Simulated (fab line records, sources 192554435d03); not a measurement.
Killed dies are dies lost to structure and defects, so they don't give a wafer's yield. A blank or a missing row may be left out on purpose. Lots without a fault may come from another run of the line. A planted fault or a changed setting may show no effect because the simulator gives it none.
fab line records | flow n5_finfet | part 2 of 2: steps 5 to 6 of 6
record lots=24 wafers=72 last_day=20
route steps=1938 shown FIN_SAQP@141 FIN_CUT@164 STI_FIN_REVEAL@191
lots that met no fault: from a run of the same line without faults
start_h: hours from the record's first day to the start of the lot's first wafer shown | wait_h: hours since the lot's step before | " the same as in the row above | L1.1+2: a row that stands for several wafers | - no value, or no start given | * or withheld: withheld | < > ~ a bound
route shown NAME@n: a module of which the file shows steps, and the number in the route of the first | usual: mean/standard deviation of fault-free wafers | same: alike in all rows | chamber/n: place in a boat | sites: the reading at each site | _std_site: their standard deviation | _edge_site: outer sites' mean less inner sites' | radius_mm: how far each site lies from the wafer's centre | mask NAME#n: copy n | behind: the tool/chamber that last shaped the wafer | hold: why the lot was held/for how many hours/how that ended | device: the transistor (n, p or np) that didn't switch | end of line: the same wafers' tests at the end of the route | a step without rows: its recipe alone | killed: dies lost to structure and defects at the first sort, not the wafer's yield | map: a wafer's dies, x killed, . not, _ none there
set.NAME: the setting as run; set.NAME@STEP: as run at that earlier step | model.NAME: the simulator's own value behind a step, which no gauge read
steps of the route over a sample of lots; a table a step, a row a wafer
services: from which hour (start_h, from the record's first day; less than 0 if before it) a tool's chamber was out of use, for how many hours, and why
## steps
# step N5_FIN_CUT_STRIP_22
# recipe chemistry=N2/H2 power_w=500 temp_c=40 pressure_mtorr=50 rf_frequency_hz=6e+07 overash_fraction=0.3 bias_power_w=8 h2_frac=0.5 n2_flow_sccm=300 h2_flow_sccm=300
# usual drypump_motor_current_A=5.8/0.51 oes_product_au=0.81/0.075 rf_vpp_V=54.1/2.2 showerhead_plenum_p_Torr=3.38/0.097 throttle_valve_pct=18.69/0.29
# columns lot.wafer tool chamber start_h wait_h drypump_motor_current_A oes_product_au rf_hours_counter_h rf_vpp_V showerhead_plenum_p_Torr throttle_valve_pct
L074.1 rie_diel-05 3 28.11 0.0 5.8 0.80 98 54.9 3.53 18.45
L074.4 " 1 " " 6.0 0.80 106 58.6 3.37 18.21
L074.6 " 3 " " 5.8 0.80 - 56.1 3.53 18.43
L075.1 rie_diel-05 1 33.65 0.0 6.0 0.79 107 52.3 3.37 18.13
L075.4 " 0 " " 5.0 0.79 121 54.3 3.52 18.42
L075.5 " 2 " " 5.3 0.67 - 54.1 3.31 19.08
L076.2 rie_diel-06 2 39.84 0.1 6.6 0.72 204 53.1 3.32 19.01
L076.3 " 1 " " 5.3 0.87 52 58.1 3.28 18.69
L076.5 " 3 " " 5.9 0.84 - 53.4 3.27 18.93
L077.1 rie_diel-06 3 45.02 0.1 5.8 0.84 70 54.2 3.27 18.89
L077.4 " 0 " " 6.2 0.73 189 52.2 3.35 19.06
L077.5 " 3 " " 5.9 0.83 - 53.1 3.27 18.95
L078.1 rie_diel-02 2 51.44 0.0 6.1 0.88 26 51.8 3.43 18.81
L078.4 " 0 " " 5.7 0.85 - 50.0 3.40 18.24
L078.6 " 0 " " 5.8 0.84 - 55.0 3.40 18.27
L079.4 rie_diel-06 2 57.51 0.0 6.6 0.73 209 53.8 3.32 18.98
L079.5 " 1 " " 5.2 0.88 - 52.0 3.28 18.65
L079.6 " 2 " " 6.5 0.71 - 52.4 3.32 18.98
L080.2 rie_diel-02 3 64.86 0.1 4.7 0.87 37 53.5 3.29 18.52
L080.3 " 0 " " 5.8 0.84 70 55.7 3.40 18.22
L080.6 " 0 " " 5.8 0.83 - 54.8 3.40 18.25
L081.1 rie_diel-06 3 69.90 0.0 5.9 0.85 76 53.8 3.27 18.85
L081.4 " 2 " " 6.6 0.69 213 51.6 3.32 18.98
L081.5 " 3 " " 5.9 0.82 - 53.4 3.26 18.94
L082.1 rie_diel-06 0 76.07 0.0 6.2 0.71 198 53.5 3.35 19.01
L082.5 " 3 " " 5.9 0.85 - 52.3 3.26 18.96
L082.6 " 2 " " 6.6 0.71 - 58.9 3.32 19.01
L083.1 rie_diel-05 1 81.94 0.0 6.0 0.78 124 56.6 3.36 18.26
L083.4 " 0 " " 5.0 0.78 134 54.0 3.51 18.47
L083.6 " 3 " " 5.8 0.77 - 55.1 3.52 18.46
L084.2 rie_diel-02 3 88.80 0.0 4.7 0.88 42 56.6 3.28 18.49
L084.3 " 2 " " 6.1 0.85 37 53.5 3.42 18.84
L084.5 " 1 " " 6.4 0.95 - 50.7 3.58 19.05
L085.3 rie_diel-05 2 94.44 0.0 5.3 0.99 5 51.3 3.30 18.71
L085.4 " 1 " " 6.0 0.77 128 51.6 3.36 18.21
L085.5 " 3 " " 5.8 0.78 - 53.9 3.52 18.47
L086.1 rie_diel-06 3 101.82 0.0 5.8 0.82 82 49.8 3.26 18.90
L086.4 " 0 " " 6.2 0.72 203 54.1 3.34 19.03
L086.5 " 0 " " 6.2 0.71 - 55.3 3.34 19.05
L087.4 rie_diel-05 3 107.02 0.0 5.8 0.77 122 56.1 3.52 18.42
L087.5 " 1 " " 6.0 0.79 - 53.7 3.36 18.17
L087.6 " 0 " " 5.0 0.76 - 57.3 3.51 18.47
L088.1 rie_diel-05 2 113.10 0.0 5.3 0.97 10 54.1 3.30 18.73
L088.4 " 1 " " 6.0 0.77 133 53.1 3.35 18.24
L088.6 " 2 " " 5.3 0.97 - 54.0 3.30 18.74
L089.3 rie_diel-06 3 118.27 0.1 5.8 0.83 86 56.2 3.26 18.95
L089.4 " 2 " " 6.6 0.71 223 53.7 3.31 19.01
L089.6 " 1 " " 5.3 0.82 - 55.7 3.27 18.73
L090.1 rie_diel-06 0 124.12 0.0 6.2 0.73 208 52.5 3.34 19.07
L090.5 " 1 " " 5.3 0.84 - 50.8 3.27 18.71
L090.6 " 2 " " 6.6 0.70 - 55.0 3.31 18.99
L091.2 rie_diel-02 1 129.38 0.3 6.4 0.93 14 58.9 3.57 19.02
L091.3 " 2 " " 6.1 0.86 47 55.6 3.41 18.86
L091.4 " 3 " " 4.7 0.86 51 54.7 3.28 18.49
L092.2 rie_diel-06 1 135.84 0.1 5.2 0.84 77 55.6 3.27 18.76
L092.4 " 1 " " 5.2 0.81 - 57.4 3.26 18.74
L092.5 " 3 " " 5.8 0.82 - 50.9 3.26 18.99
L093.2 rie_diel-05 3 143.25 0.1 5.8 0.77 133 52.0 3.51 18.48
L093.3 " 2 " " 5.3 0.96 19 53.9 3.30 18.75
L093.4 " 2 " " 5.3 0.95 - 57.2 3.30 18.76
L094.2 rie_diel-02 3 148.38 0.0 4.7 0.84 54 52.6 3.28 18.52
L094.4 " 1 " " 6.4 0.89 18 55.9 3.57 19.08
L094.5 " 1 " " 6.4 0.94 - 55.5 3.57 19.10
L095.1 rie_diel-05 1 153.94 0.0 6.0 0.76 145 53.1 3.35 18.24
L095.3 " 2 " " 5.3 0.95 21 50.3 3.30 18.72
L095.6 " 0 " " 5.0 0.77 - 55.7 3.51 18.47
L096.2 rie_diel-05 0 162.38 0.0 5.0 0.76 152 50.9 3.50 18.47
L096.4 " 0 " " 5.0 0.76 - 55.2 3.50 18.50
L096.6 " 1 " " 6.0 0.74 - 50.2 3.34 18.22
L097.1 rie_diel-02 2 169.12 0.0 6.1 0.84 57 55.0 3.41 18.87
L097.2 " 3 " " 4.7 0.84 61 57.6 3.27 18.50
L097.5 " 2 " " 6.2 0.82 - 51.3 3.41 18.86
# step N5_STI_FIN_REVEAL_STRIP_24
# recipe chemistry=N2/H2 time_s=90 power_w=100 temp_c=40 pressure_mtorr=100 rf_frequency_hz=6e+07 bias_power_w=3 n2_flow_sccm=300 h2_flow_sccm=300
# usual drypump_motor_current_A=5.6/0.53 oes_product_au=0.81/0.1 rf_vpp_V=45.3/0.9 showerhead_plenum_p_Torr=3.39/0.14 throttle_valve_pct=12.18/0.26
# columns lot.wafer tool chamber start_h wait_h drypump_motor_current_A oes_product_au rf_hours_counter_h rf_vpp_V showerhead_plenum_p_Torr throttle_valve_pct
L074.1 rie_diel-03 0 33.97 0.0 5.5 0.71 204 45.5 3.33 12.19
L074.4 " 1 " " 6.5 0.97 6 47.5 3.60 11.99
L074.6 " 3 " " 4.9 0.76 - 44.8 3.50 12.46
L075.1 rie_diel-01 2 39.98 0.0 5.3 0.69 233 44.1 3.20 12.44
L075.4 " 1 " " 5.1 0.67 249 44.2 3.20 12.55
L075.5 " 1 " " 5.1 0.69 - 44.3 3.20 12.56
L076.2 rie_diel-03 2 46.41 0.0 5.3 0.75 161 43.1 3.25 12.37
L076.3 " 0 " " 5.5 0.70 209 45.6 3.33 12.20
L076.5 " 2 " " 5.3 0.76 - 45.7 3.25 12.36
L077.1 rie_diel-03 0 52.33 0.0 5.6 0.70 211 47.0 3.33 12.20
L077.4 " 2 " " 5.3 0.76 163 45.4 3.25 12.35
L077.5 " 2 " " 5.3 0.76 - 45.9 3.25 12.38
L078.1 rie_diel-01 0 57.66 0.0 5.8 0.86 54 46.7 3.42 11.90
L078.4 " 0 " " 5.8 0.86 - 45.4 3.42 11.91
L078.6 " 3 " " 6.3 0.68 - 46.2 3.33 12.65
L079.4 rie_diel-04 0 64.83 0.0 5.3 0.98 1 46.2 3.33 11.87
L079.5 " 0 " " 5.4 0.99 - 45.4 3.33 11.87
L079.6 " 1 " " 5.1 0.68 - 45.5 3.20 12.43
L080.2 rie_diel-04 1 70.72 0.0 5.0 0.68 244 44.1 3.20 12.44
L080.3 " 3 " " 6.0 0.69 222 45.5 3.20 12.51
L080.6 " 2 " " 6.1 0.84 - 44.3 3.42 11.87
L081.1 rie_diel-04 1 76.16 0.0 5.0 0.67 245 45.3 3.20 12.44
L081.4 " 2 " " 6.1 0.84 59 47.2 3.42 11.87
L081.5 " 0 " " 5.3 0.97 - 45.1 3.32 11.89
L082.1 rie_diel-03 0 82.15 0.0 5.5 0.70 220 45.6 3.33 12.24
L082.5 " 2 " " 5.3 0.76 - 44.1 3.24 12.39
L082.6 " 1 " " 6.5 0.94 - 45.7 3.60 12.01
L083.1 rie_diel-01 0 87.87 0.0 5.8 0.84 65 45.0 3.41 11.93
L083.4 " 1 " " 5.2 0.95 - 44.6 3.59 11.94
L083.6 " 0 " " 5.8 0.83 - 45.4 3.41 11.93
L084.2 rie_diel-03 0 94.96 0.0 5.5 0.70 224 43.0 3.32 12.25
L084.3 " 1 " " 6.5 0.93 26 45.4 3.59 12.03
L084.5 " 2 " " 5.3 0.74 - 44.2 3.24 12.41
L085.3 rie_diel-03 1 102.16 0.0 6.5 0.92 28 44.4 3.59 12.02
L085.4 " 1 " " 6.5 0.92 - 44.5 3.59 12.04
L085.5 " 3 " " 4.8 0.73 - 45.9 3.49 12.51
L086.1 rie_diel-04 3 107.73 0.0 6.1 0.69 232 45.5 3.20 12.55
L086.4 " 0 " " 5.3 0.94 - 44.6 3.32 11.91
L086.5 " 2 " " 6.1 0.83 - 44.2 3.41 11.88
L087.4 rie_diel-04 1 113.00 0.0 5.0 0.98 0 46.8 3.60 11.84
L087.5 " 1 " " 5.1 0.98 - 47.1 3.60 11.83
L087.6 " 2 " " 6.1 0.82 - 45.7 3.41 11.91
L088.1 rie_diel-03 1 119.14 0.0 6.5 0.90 34 45.3 3.59 12.06
L088.4 " 0 " " 5.5 0.69 233 45.7 3.32 12.27
L088.6 " 1 " " 6.5 0.92 - 46.3 3.59 12.05
L089.3 rie_diel-04 2 124.20 0.0 6.1 0.83 73 45.1 3.41 11.93
L089.4 " 0 " " 5.3 0.93 18 45.8 3.32 11.92
L089.6 " 3 " " 6.1 0.69 - 45.1 3.20 12.54
L090.1 rie_diel-03 1 130.00 0.0 6.5 0.90 38 45.5 3.59 12.07
L090.5 " 3 " " 4.9 0.72 - 46.1 3.49 12.53
L090.6 " 1 " " 6.5 0.90 - 45.1 3.59 12.05
L091.2 rie_diel-03 0 135.38 0.0 5.5 0.68 238 44.6 3.32 12.27
L091.3 " 2 " " 5.3 0.73 186 44.9 3.24 12.42
L091.4 " 3 " " 4.9 0.72 192 44.4 3.48 12.55
L092.2 rie_diel-03 3 141.71 0.0 4.9 0.72 196 45.3 3.48 12.55
L092.4 " 0 " " 5.5 0.69 241 45.2 3.31 12.28
L092.5 " 3 " " 4.8 0.73 - 45.7 3.48 12.56
L093.2 rie_diel-01 0 149.18 0.0 5.8 0.82 83 45.2 3.40 11.96
L093.3 " 3 " " 6.3 0.93 19 44.7 3.32 12.04
L093.4 " 1 " " 5.1 0.91 - 45.9 3.59 11.99
L094.2 rie_diel-01 2 154.26 0.0 5.4 0.95 10 46.3 3.59 11.89
L094.4 " 1 " " 5.1 0.91 27 46.1 3.58 11.99
L094.5 " 0 " " 5.7 0.82 - 45.2 3.40 11.98
L095.1 rie_diel-04 0 160.22 0.0 5.3 0.90 30 43.9 3.31 11.96
L095.3 " 3 " " 6.0 0.68 244 44.6 3.19 12.57
L095.6 " 1 " " 5.1 0.91 - 46.2 3.60 11.86
L096.2 rie_diel-01 3 168.39 0.0 6.3 0.89 25 44.3 3.31 12.07
L096.4 " 2 " " 5.3 0.93 14 45.3 3.59 11.90
L096.6 " 2 " " 5.4 0.93 - 45.0 3.59 11.90
L097.1 rie_diel-01 1 174.99 0.0 5.1 0.88 34 46.9 3.58 12.02
L097.2 " 3 " " 6.3 0.89 27 44.7 3.31 12.09
L097.5 " 1 " " 5.1 0.89 - 44.9 3.58 12.00
## services
# columns tool chamber start_h hours kind
rie_si-03 2 4.07 3.0 repair
rie_si-05 3 28.67 7.0 repair
rie_si-04 0 41.89 2.2 repair
rie_diel-06 - 42.87 0.3 repair
rie_diel-05 0 46.17 9.6 repair
rie_diel-02 3 47.28 15.7 repair
rie_si-01 - 77.55 2.8 pm
rie_si-01 2 92.82 5.7 repair
rie_diel-02 0 96.26 6.7 repair
rie_diel-04 3 103.26 4.3 repair
rie_si-05 - 106.04 14.6 pm
rie_si-01 0 118.83 8.0 repair
rie_si-06 1 120.58 5.2 repair
rie_si-05 3 121.01 25.2 repair
rie_si-05 2 121.05 1.9 repair
rie_diel-06 2 128.81 12.8 repair
rie_diel-01 - 129.43 10.9 repair
rie_si-06 0 137.74 3.3 repair
rie_diel-04 3 138.33 9.4 repair
rie_diel-06 - 143.51 0.7 repair
rie_diel-01 2 143.52 8.2 repair
rie_si-06 2 151.38 4.6 repair
rie_si-05 1 157.93 2.6 repair
rie_si-03 - 165.06 2.8 pm
